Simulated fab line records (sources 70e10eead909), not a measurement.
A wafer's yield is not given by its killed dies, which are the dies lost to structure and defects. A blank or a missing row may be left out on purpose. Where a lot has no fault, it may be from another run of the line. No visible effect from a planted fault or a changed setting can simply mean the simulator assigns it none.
The tool behind it: which one? / flow nand-harc / 42 wafers from 14 lots sampled at 2 of the route's 1302 steps

== WHAT THE GAUGES READ, wafer by wafer ==
NHARC_A_SLIT_CD_MEAS_21. Usual: cd-nm at 290.1 nm, with a standard deviation of 1.2.
lot=L477; measured=day 20 11:05; on=cd-sem-01; cd-nm (nm)=287.0 289.3 288.9; flag=
lot=L479; measured=day 20 11:22; on=cd-sem-03; cd-nm (nm)=291.3 289.7 290.2; flag=
lot=L478; measured=day 20 14:55; on=cd-sem-02; cd-nm (nm)=291.1 291.8 290.9; flag=
lot=L482; measured=day 21 19:19; on=cd-sem-03; cd-nm (nm)=291.4 291.5 291.7; flag=
lot=L480; measured=day 21 19:24; on=cd-sem-01; cd-nm (nm)=290.9 290.6 291.5; flag=
lot=L481; measured=day 22 02:20; on=cd-sem-03; cd-nm (nm)=290.1 290.8 290.5; flag=
lot=L483; measured=day 22 16:43; on=cd-sem-03; cd-nm (nm)=289.8 291.3 290.1; flag=
lot=L484; measured=day 23 14:14; on=cd-sem-02; cd-nm (nm)=288.8 289.2 289.2; flag=
lot=L485; measured=day 23 18:53; on=cd-sem-03; cd-nm (nm)=289.8 290.6 290.4; flag=
lot=L486; measured=day 24 00:55; on=cd-sem-03; cd-nm (nm)=291.0 290.7 290.8; flag=
lot=L494; measured=day 27 05:25; on=cd-sem-01; cd-nm (nm)=290.9 291.0 292.2; flag=
lot=L493; measured=day 27 09:16; on=cd-sem-02; cd-nm (nm)=289.3 289.8 289.6; flag=
lot=L500; measured=day 29 05:04; on=cd-sem-02; cd-nm (nm)=287.9 288.8 288.7; flag=
lot=L499; measured=day 29 13:29; on=cd-sem-03; cd-nm (nm)=289.7 289.0 290.3; flag=

== EACH LOT AND THE TOOL THAT RAN IT (in order: tool; ch and the chambers of the sampled wafers; start) ==
lot=L477; NHARC_A_SLIT_DEP_25=pecvd-02 ch 0,2, day 19 22:32
lot=L479; NHARC_A_SLIT_DEP_25=pecvd-03 ch 0,1,2, day 19 22:32
lot=L478; NHARC_A_SLIT_DEP_25=pecvd-02 ch 1,2, day 19 22:46
lot=L482; NHARC_A_SLIT_DEP_25=pecvd-03 ch 1,2, day 21 06:57
lot=L480; NHARC_A_SLIT_DEP_25=pecvd-02 ch 1,2, day 21 07:02
lot=L481; NHARC_A_SLIT_DEP_25=pecvd-02 ch 0,1,2, day 21 13:50
lot=L483; NHARC_A_SLIT_DEP_25=pecvd-03 ch 1,2, day 22 03:09
lot=L484; NHARC_A_SLIT_DEP_25=pecvd-04 ch 1,2, day 23 00:53
lot=L485; NHARC_A_SLIT_DEP_25=pecvd-03 ch 0,1,2, day 23 07:21
lot=L486; NHARC_A_SLIT_DEP_25=pecvd-02 ch 1,2, day 23 12:02
lot=L494; NHARC_A_SLIT_DEP_25=pecvd-04 ch 0,1, day 26 17:29
lot=L493; NHARC_A_SLIT_DEP_25=pecvd-02 ch 0,1,2, day 26 17:37
lot=L500; NHARC_A_SLIT_DEP_25=pecvd-02 ch 1,2, day 28 15:18
lot=L499; NHARC_A_SLIT_DEP_25=pecvd-02 ch 1,2, day 28 21:05
- NHARC_A_SLIT_DEP_25: deposits SiO2, target thk 200 nm.

== WHAT THE TOOLS THEMSELVES READ (means of the sampled wafers that have a number; where no wafer has one, the mark that the record gives instead) ==
NHARC_A_SLIT_DEP_25. Usual: heater-power-w 534 W, standard deviation 87; rf-fwd-power-W 897.3 W, standard deviation 2.7; throttle-valve-pct 16.0 %, standard deviation 0.46.
lot=L477; tool=pecvd-02; heater-power-w (W)=484; rf-fwd-power-W (W)=896.9; throttle-valve-pct (%)=15.8; flag=
lot=L479; tool=pecvd-03; heater-power-w (W)=464; rf-fwd-power-W (W)=897.3; throttle-valve-pct (%)=15.8; flag=
lot=L478; tool=pecvd-02; heater-power-w (W)=496; rf-fwd-power-W (W)=896.6; throttle-valve-pct (%)=16.4; flag=
lot=L482; tool=pecvd-03; heater-power-w (W)=482; rf-fwd-power-W (W)=898.1; throttle-valve-pct (%)=15.6; flag=
lot=L480; tool=pecvd-02; heater-power-w (W)=487; rf-fwd-power-W (W)=901.2; throttle-valve-pct (%)=16.5; flag=
lot=L481; tool=pecvd-02; heater-power-w (W)=500; rf-fwd-power-W (W)=896.8; throttle-valve-pct (%)=16.3; flag=
lot=L483; tool=pecvd-03; heater-power-w (W)=486; rf-fwd-power-W (W)=901.1; throttle-valve-pct (%)=15.8; flag=
lot=L484; tool=pecvd-04; heater-power-w (W)=667; rf-fwd-power-W (W)=894.8; throttle-valve-pct (%)=15.9; flag=
lot=L485; tool=pecvd-03; heater-power-w (W)=468; rf-fwd-power-W (W)=896.7; throttle-valve-pct (%)=15.9; flag=
lot=L486; tool=pecvd-02; heater-power-w (W)=486; rf-fwd-power-W (W)=896.2; throttle-valve-pct (%)=16.7; flag=
lot=L494; tool=pecvd-04; heater-power-w (W)=623; rf-fwd-power-W (W)=897.5; throttle-valve-pct (%)=16.2; flag=
lot=L493; tool=pecvd-02; heater-power-w (W)=522; rf-fwd-power-W (W)=897.7; throttle-valve-pct (%)=15.9; flag=
lot=L500; tool=pecvd-02; heater-power-w (W)=432; rf-fwd-power-W (W)=896.3; throttle-valve-pct (%)=16.5; flag=
lot=L499; tool=pecvd-02; heater-power-w (W)=451; rf-fwd-power-W (W)=896.1; throttle-valve-pct (%)=16.3; flag=

== THE ANSWER, worked out from the rows above alone ==
Rule: lot off if the mean of its wafers having a number is beyond 3 standard deviations from the usual mean. A lot without any number at a reading at which 4 lots or more have one is off too. Where the step has rows for the other lots, those lots are counted as sound. The gauges are gone through in route order, then the tools' own readings, and for those a lot's mean is taken as printed above. At the first step where some lot is off, the reading lying furthest off is the one used; lots without a number count as furthest.
Across all readings shown, no lot is off: no conclusion can be drawn from this.

== WHAT THE SIMULATOR PUT IN ==
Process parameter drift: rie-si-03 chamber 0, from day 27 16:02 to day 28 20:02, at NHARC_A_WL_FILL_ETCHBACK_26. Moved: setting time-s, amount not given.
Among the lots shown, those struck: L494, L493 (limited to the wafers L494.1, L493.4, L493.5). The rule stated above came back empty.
